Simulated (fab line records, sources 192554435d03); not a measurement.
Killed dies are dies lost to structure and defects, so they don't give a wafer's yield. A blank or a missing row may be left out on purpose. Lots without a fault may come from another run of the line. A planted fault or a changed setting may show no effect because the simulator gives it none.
Which tool did it? | flow n5_finfet | 11 lots, 33 wafers sampled, at 5 steps of a route of 1938

WHAT THE GAUGES READ, wafer by wafer
N5_BEOL_M13_INSPECT_30: inspects for defects (macro).
lot  | measured     | on                | raw_defect_count
L873 | day 10 11:26 | defect_inspect-01 | 2 3 1
L876 | day 11 10:49 | defect_inspect-02 | 2 2 1
L877 | day 12 01:58 | defect_inspect-01 | 0 0 3
L879 | day 12 19:16 | defect_inspect-02 | 1 1 3
L881 | day 12 19:34 | defect_inspect-01 | 2 1 0
L887 | day 14 01:14 | defect_inspect-01 | 1 1 1
L890 | day 15 05:26 | defect_inspect-02 | 1 2 2
L892 | day 15 15:13 | defect_inspect-02 | 1 0 2
L891 | day 15 22:08 | defect_inspect-01 | 0 1 1
L893 | day 16 12:24 | defect_inspect-02 | 2 3 1
L896 | day 16 23:28 | defect_inspect-02 | 3 4 0

N5_BEOL_M13_INSPECT_55: inspects for defects (darkfield).
lot  | measured     | on                | raw_defect_count
L873 | day 10 17:29 | defect_inspect-02 | 99 62 56
L876 | day 11 20:40 | defect_inspect-02 | 62 66 59
L877 | day 12 04:59 | defect_inspect-02 | 46 82 94
L879 | day 13 00:01 | defect_inspect-02 | 72 73 53
L881 | day 13 00:50 | defect_inspect-02 | 134 100 82
L887 | day 14 04:17 | defect_inspect-01 | 68 66 133
L890 | day 15 09:10 | defect_inspect-01 | 70 55 68
L892 | day 15 20:13 | defect_inspect-02 | 56 53 58
L891 | day 16 04:37 | defect_inspect-01 | 157 104 112
L893 | day 16 15:34 | defect_inspect-02 | 70 95 99
L896 | day 17 05:08 | defect_inspect-01 | 51 91 39

N5_BEOL_M14_THK_MEAS_01.
lot  | measured     | on            | M14_ILD_THK (nm)
L873 | day 10 17:43 | film_metro-01 | 1118 1131 1136
L876 | day 11 20:53 | film_metro-02 | 1106 1142 1170
L877 | day 12 05:17 | film_metro-01 | 1139 1114 1111
L879 | day 13 00:19 | film_metro-01 | 1662 1631 1649
L881 | day 13 01:08 | film_metro-01 | 1634 1683 1652
L887 | day 14 04:31 | film_metro-01 | 1132 1113 1105
L890 | day 15 09:24 | film_metro-01 | 1130 1149 1174
L892 | day 15 20:26 | film_metro-02 | 1114 1113 1128
L891 | day 16 04:50 | film_metro-02 | 1132 1117 1117
L893 | day 16 15:48 | film_metro-01 | 1122 1108 1138
L896 | day 17 05:26 | film_metro-02 | 1123 1143 1130

WHICH TOOL RAN EACH LOT (tool, then ch and the chambers of the sampled wafers, then the start)
lot  | N5_BEOL_M13_STRIP_37                 | N5_BEOL_M14_ILD_DEP_00
L873 | plasma_asher-02 ch 0,1, day 10 12:06 | pecvd-03 ch 0,2, day 10 17:31
L876 | plasma_asher-01 ch 0,1, day 11 11:28 | pecvd-03 ch 1,2, day 11 20:42
L877 | plasma_asher-02 ch 0,1, day 12 02:38 | pecvd-04 ch 0,1, day 12 05:06
L879 | plasma_asher-02 ch 0,1, day 12 19:55 | pecvd-03 ch 1,2, day 13 00:03
L881 | plasma_asher-01 ch 0,1, day 12 20:13 | pecvd-03 ch 1,2, day 13 00:52
L887 | plasma_asher-01 ch 0,1, day 14 01:55 | pecvd-04 ch 0,1,2, day 14 04:20
L890 | plasma_asher-01 ch 0,1, day 15 06:14 | pecvd-01 ch 0,1,2, day 15 09:13
L892 | plasma_asher-02 ch 0, day 15 15:52   | pecvd-04 ch 0,1,2, day 15 20:15
L891 | plasma_asher-01 ch 0,1, day 15 22:47 | pecvd-04 ch 0,1, day 16 04:39
L893 | plasma_asher-02 ch 0,1, day 16 13:03 | pecvd-01 ch 0,1,2, day 16 15:37
L896 | plasma_asher-02 ch 0,1, day 17 00:07 | pecvd-04 ch 0,2, day 17 05:10
- N5_BEOL_M13_STRIP_37: strips in N2/H2.
- N5_BEOL_M14_ILD_DEP_00: deposits SiO2 from TEOS/O2, target thk 1119.3 nm, time 237.4 s.

WHAT THE TOOLS THEMSELVES READ (means of the sampled wafers that have a number; where no wafer has one, the mark that the record gives instead)
N5_BEOL_M13_STRIP_37.
lot  | tool            | drypump_motor_current_A (A) | h2_flow_sccm (sccm) | heater_power_w (W) | oes_product_au (a.u.)
L873 | plasma_asher-02 | 5.61                        | 3253                | 334                | 0.786
L876 | plasma_asher-01 | 5.42                        | 3246                | 356                | 0.781
L877 | plasma_asher-02 | 5.59                        | 3246                | 345                | 0.783
L879 | plasma_asher-02 | 5.60                        | 3254                | 342                | 0.789
L881 | plasma_asher-01 | 5.44                        | 3245                | 353                | 0.777
L887 | plasma_asher-01 | 5.44                        | 3254                | 348                | 0.792
L890 | plasma_asher-01 | 5.38                        | 3246                | 353                | 0.778
L892 | plasma_asher-02 | 5.65                        | 3250                | 333                | 0.774
L891 | plasma_asher-01 | 5.55                        | 3245                | 334                | 0.778
L893 | plasma_asher-02 | 5.61                        | 3241                | 334                | 0.781
L896 | plasma_asher-02 | 5.62                        | 3250                | 337                | 0.783

N5_BEOL_M14_ILD_DEP_00.
lot  | tool     | heater_power_w (W) | showerhead_plenum_p_Torr (Torr) | throttle_valve_pct (%)
L873 | pecvd-03 | 522                | 8.390                           | 18.1
L876 | pecvd-03 | 608                | 8.335                           | 17.3
L877 | pecvd-04 | 646                | 8.335                           | 19.9
L879 | pecvd-03 | 585                | 8.342                           | 17.8
L881 | pecvd-03 | 620                | 8.354                           | 17.4
L887 | pecvd-04 | 599                | 8.360                           | 19.2
L890 | pecvd-01 | 684                | 8.352                           | 18.4
L892 | pecvd-04 | 579                | 8.354                           | 19.3
L891 | pecvd-04 | 662                | 8.366                           | 20.1
L893 | pecvd-01 | 609                | 8.353                           | 18.4
L896 | pecvd-04 | 557                | 8.381                           | 18.9

THE ANSWER, worked out from the rows above alone
Rule: what is usual is taken from the lots themselves. Put in order of their means at a reading, lots are off if they are a third of the lots or fewer, leave a main group of 4 or more, and stand apart from it by a gap of 3 or more times the standard deviation of the main group's means; of several such gaps the widest counts. A main group whose means are all the same, to the digits that the tables above print for the reading, isn't used. A lot without any number at a reading at which 4 lots or more have one is off too. The other lots that the step has rows for count as sound. The gauges are gone through in route order, then the tools' own readings, and for those a lot's mean is taken as printed above. The first step at which some lot is off is used, and at that step the reading that is off furthest; a lot without a number counts as furthest.
Off: L879, L881, at N5_BEOL_M14_THK_MEAS_01 (M14_ILD_THK). The main group: mean 1128 nm, standard deviation 11.
A tool fits if, at a process step before that reading, it ran every lot that is off, and no sound lot after the first of them. The gauges at N5_BEOL_M14_THK_MEAS_01 are tried like those tools. One fits: pecvd-03 at N5_BEOL_M14_ILD_DEP_00. Its last sound lot is L876 (day 11 20:42), its first lot that is off L879 (day 13 00:03): a fault that began between those two fits.

WHAT THE SIMULATOR HAD PUT IN
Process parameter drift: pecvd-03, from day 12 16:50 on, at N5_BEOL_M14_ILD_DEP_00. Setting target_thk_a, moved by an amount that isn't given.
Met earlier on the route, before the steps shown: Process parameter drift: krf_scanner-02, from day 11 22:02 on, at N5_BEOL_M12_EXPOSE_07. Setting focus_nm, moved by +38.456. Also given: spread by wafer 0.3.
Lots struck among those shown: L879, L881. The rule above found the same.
